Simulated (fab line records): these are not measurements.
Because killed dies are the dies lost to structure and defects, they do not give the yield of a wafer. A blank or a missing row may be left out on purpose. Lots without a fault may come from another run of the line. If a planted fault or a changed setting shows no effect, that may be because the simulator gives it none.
The same fault as seen by 2 desks | flow n5 finfet | every desk sees just its own numbers, and what lay behind them comes last

## METROLOGY DESK
Lot by lot, what the gauges showed, no matter which tool ran the lot: averages of those sampled wafers that carry a number. Any lot whose mean is over 4 standard deviations away from the usual mean is out of limits and marked OUT; that distance is given in the brackets. Of its 10 readings 7 are shown: those that lie furthest out on some lot.
Columns: A = DIBL_N at N5_BEOL_M4_RC_MEAS_101, usual 35.8 mV/V; B = DIBL_P at N5_BEOL_M4_RC_MEAS_101, usual 35.6 mV/V; C = IOFF_N at N5_BEOL_M4_RC_MEAS_101, usual 0.148 nA/um; D = IOFF_P at N5_BEOL_M4_RC_MEAS_101, usual 0.20 nA/um; E = ION_P at N5_BEOL_M4_RC_MEAS_101, usual 462 uA/um; F = SS_P at N5_BEOL_M4_RC_MEAS_101, usual 73.1 mV/dec; G = VT_P at N5_BEOL_M4_RC_MEAS_101, usual -251 mV
lot  | first seen here | A    | B    | C     | D    | E   | F    | G
L371 | day 8 02:58     | 37.1 | 37.6 | 0.151 | 0.21 | 459 | 73.3 | -248
L374 | day 9 07:14     | 36.1 | 37.9 | 0.159 | 0.19 | 463 | 72.9 | -255
L378 | day 9 12:13     | 35.5 | 34.2 | 0.139 | 0.21 | 465 | 73.0 | -248
L384 | day 11 04:51    | 34.6 | 35.0 | 0.139 | 0.21 | 467 | 72.6 | -250
L385 | day 11 22:36    | 35.0 | 34.9 | 0.155 | 0.23 | 473 | 73.9 | -244
L388 | day 12 03:19    | 36.6 | 36.8 | 0.158 | 0.20 | 461 | 73.3 | -252
L391 | day 13 02:19    | 38.1 | 40.2 | 0.188 | 0.25 | 466 | 74.1 | -248
L392 | day 13 18:52    | 36.5 | 35.2 | 0.161 | 0.20 | 468 | 72.3 | -248
L393 | day 13 22:43    | 35.0 | 35.0 | 0.157 | 0.20 | 470 | 72.7 | -248
Result from this desk: across the 9 lots, nothing is out of limits.

## AT THE TOOL OWNER'S DESK: rie diel-01
The tool's own readings at N5_GATE_CUT_HM_OPEN_40 (chemistry C4F6/O2, target SiO2, target depth 139 nm, time 85.1 s): means of the sampled wafers that have a number, for each lot that ran on this tool. Any lot whose mean is over 4 standard deviations away from the usual mean is out of limits and marked OUT; that distance is given in the brackets. Readings shown: 7 out of 8 (the first out of limits, and those lying furthest out on some lot).
Columns: A = chamber pressure mTorr at N5_GATE_CUT_HM_OPEN_40, usual 29.998 mTorr; B = etch rf on time s at N5_GATE_CUT_HM_OPEN_40, usual 93.7 s; C = oes product au at N5_GATE_CUT_HM_OPEN_40, usual 0.69 a.u.; D = rf fwd power W at N5_GATE_CUT_HM_OPEN_40, usual 341.9 W; E = rf vpp V at N5_GATE_CUT_HM_OPEN_40, usual 660 V; F = showerhead plenum p Torr at N5_GATE_CUT_HM_OPEN_40, usual 2.88 Torr; G = throttle valve pct at N5_GATE_CUT_HM_OPEN_40, usual 20.92 %
lot  | first seen here | A      | B               | C    | D     | E   | F    | G
L374 | day 5 13:58     | 30.011 | 94.0            | 0.69 | 342.0 | 666 | 2.89 | 20.92
L378 | day 6 13:35     | 29.996 | 91.6            | 0.69 | 342.0 | 655 | 2.93 | 20.94
L384 | day 8 01:41     | 30.026 | 86.0            | 0.73 | 342.0 | 657 | 2.89 | 21.05
L385 | day 8 09:48     | 30.006 | 81.4 (-5.6) OUT | 0.91 | 340.9 | 671 | 2.90 | 20.66
This desk finds L385 out of limits, L385 being first, at day 8 09:48 (etch rf on time s at N5_GATE_CUT_HM_OPEN_40). Within limits: L374, L378, L384.

## PUT TOGETHER
At day 8 09:48, on L385, the tool owner's desk was in a position to raise an alarm.
The metrology desk saw nothing out of limits.
The metrology desk has L385 on record, within its limits.
N5_GATE_CUT_HM_OPEN_40 was run on rie diel-01 by each of the lots named.

## WHAT THE SIMULATOR HAD INSERTED
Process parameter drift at N5_GATE_CUT_HM_OPEN_40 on rie diel-01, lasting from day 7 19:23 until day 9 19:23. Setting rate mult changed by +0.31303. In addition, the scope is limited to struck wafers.
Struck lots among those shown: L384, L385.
Hours from the fault's start to each desk's first reading out of limits: the tool owner's desk, 14.
